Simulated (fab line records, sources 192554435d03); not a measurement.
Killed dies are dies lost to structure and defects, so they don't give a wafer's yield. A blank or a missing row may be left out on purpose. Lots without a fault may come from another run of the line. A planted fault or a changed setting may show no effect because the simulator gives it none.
Split-lot experiment | flow n5_finfet | 7 lots, 21 wafers read, on a route of 1938 steps

THE SPLIT
At N5_BEOL_M13_COAT_22 (resist thk 300 nm), the setting spin_rpm was moved away from the recipe's 2888 rpm on 7 of the 21 wafers read, by -6.4% to +7.0%. The other wafers ran this setting at the recipe's value.

FROM THE SPLIT TO THE READING: what the file shows between them, 3 steps
- N5_BEOL_M13_EBR_24
- N5_BEOL_M13_SOFTBAKE_23: time 60 s
- N5_BEOL_M13_DESCUM_33: chemistry O2, time 7.9 s

THE READING
coat_of_BEOL_M13_COAT_22.thk_nm (the simulator's own value, which no gauge read), in nm, at N5_BEOL_M13_ETCH_67 (etches SiARC in CF4, target depth 143 nm, time 238.3 s). The file gives no usual value for it. The 14 wafers here that ran the recipe average 211.2 nm, standard deviation 0.54 nm.

wafer  | tool, chamber at the split | spin_rpm as run, rpm | against the recipe | coat_of_BEOL_M13_COAT_22.thk_nm, nm | against lot-mates on the recipe
L081.2 | litho_track-03, 0          | 2888                 | recipe             | 212                                 | -
L081.5 | litho_track-03, 0          | 2888                 | recipe             | 212                                 | -
L081.4 | litho_track-03, 0          | 2727                 | -5.6%              | 220.6                               | +8.6
L082.1 | litho_track-03, 0          | 2888                 | recipe             | 211                                 | -
L082.4 | litho_track-03, 0          | 2888                 | recipe             | 210.4                               | -
L082.5 | litho_track-03, 0          | 2756                 | -4.6%              | 218                                 | +7.3
L084.3 | litho_track-03, 0          | 2888                 | recipe             | 210.4                               | -
L084.5 | litho_track-03, 0          | 2888                 | recipe             | 210.8                               | -
L084.6 | litho_track-03, 0          | 2888                 | recipe             | 211.4                               | -
L088.1 | litho_track-02, 0          | 3091                 | +7.0%              | 201.2                               | -10.1
L088.2 | litho_track-02, 0          | 2888                 | recipe             | 211                                 | -
L088.5 | litho_track-02, 0          | 2888                 | recipe             | 211.6                               | -
L090.1 | litho_track-05, 0          | 2888                 | recipe             | 211.8                               | -
L090.2 | litho_track-05, 0          | 2742                 | -5.1%              | 220.4                               | +8.6
L090.6 | litho_track-05, 0          | 2742                 | -5.1%              | 219.4                               | +7.6
L096.1 | litho_track-03, 0          | 2704                 | -6.4%              | 222.2                               | +10.6
L096.2 | litho_track-03, 0          | 2704                 | -6.4%              | 221.2                               | +9.6
L096.5 | litho_track-03, 0          | 2888                 | recipe             | 211.6                               | -
L097.3 | litho_track-02, 0          | 2888                 | recipe             | 211                                 | -
L097.4 | litho_track-02, 0          | 2888                 | recipe             | 211.6                               | -
L097.6 | litho_track-02, 0          | 2888                 | recipe             | 210.6                               | -

THE FIT
A straight line over all 21 wafers: coat_of_BEOL_M13_COAT_22.thk_nm changes by -1.59 nm for each +1% of spin_rpm; r = -0.99; the points scatter about the line by 0.63 nm.
The same after taking each lot's own level away (the mean of its wafers on the recipe; 21 wafers): -1.54 nm for each +1%; r = -1.00; scatter 0.4 nm.
On that fit, the largest move of spin_rpm shifts the reading by 11 nm.
The lots' own levels span 210.70 to 212.00 nm, that is 2.4 times the standard deviation above.
So the lot-to-lot level changes the slope little: the two slopes agree.
Check: with one of the wafers moved furthest among these (+7.0%) left out of the fit, the line predicts -11.1 nm for it against its lot-mates. It came out at -10.1 nm against them.

OTHER SPLITS ON THESE WAFERS
These wafers also went through other splits before the reading. Each is held against what the fit with the lots' levels taken away leaves over:
other split on the same wafers | wafers away from the commonest value | r with coat_of_BEOL_M13_COAT_22.thk_nm (lot level and that fit taken away)
N5_BEOL_M10_COAT_63 spin_rpm   | 5                                    | -0.02
N5_BEOL_M11_ETCH_66 time_s     | 8                                    | -0.14

THE WHOLE CHAIN: every reading that the file lists as answering this split, in the file's order
step                | what it does                                           | reading                                                                          | change (the file's fit)              | r (the file's)
N5_BEOL_M13_COAT_22 | resist thk 300 nm                                      | coat_of_BEOL_M13_COAT_22.thk_nm (the simulator's own value, which no gauge read) | -1.55 nm for each +1% of the setting | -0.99
N5_BEOL_M13_ETCH_67 | etches SiARC in CF4, target depth 143 nm, time 238.3 s | coat_of_BEOL_M13_COAT_22.thk_nm (the simulator's own value, which no gauge read) | -1.54 nm for each +1% of the setting | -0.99

THE FILE'S OWN FIT
coat_of_BEOL_M13_COAT_22.thk_nm changes by -1.54 nm for each +1% of spin_rpm, r = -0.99.
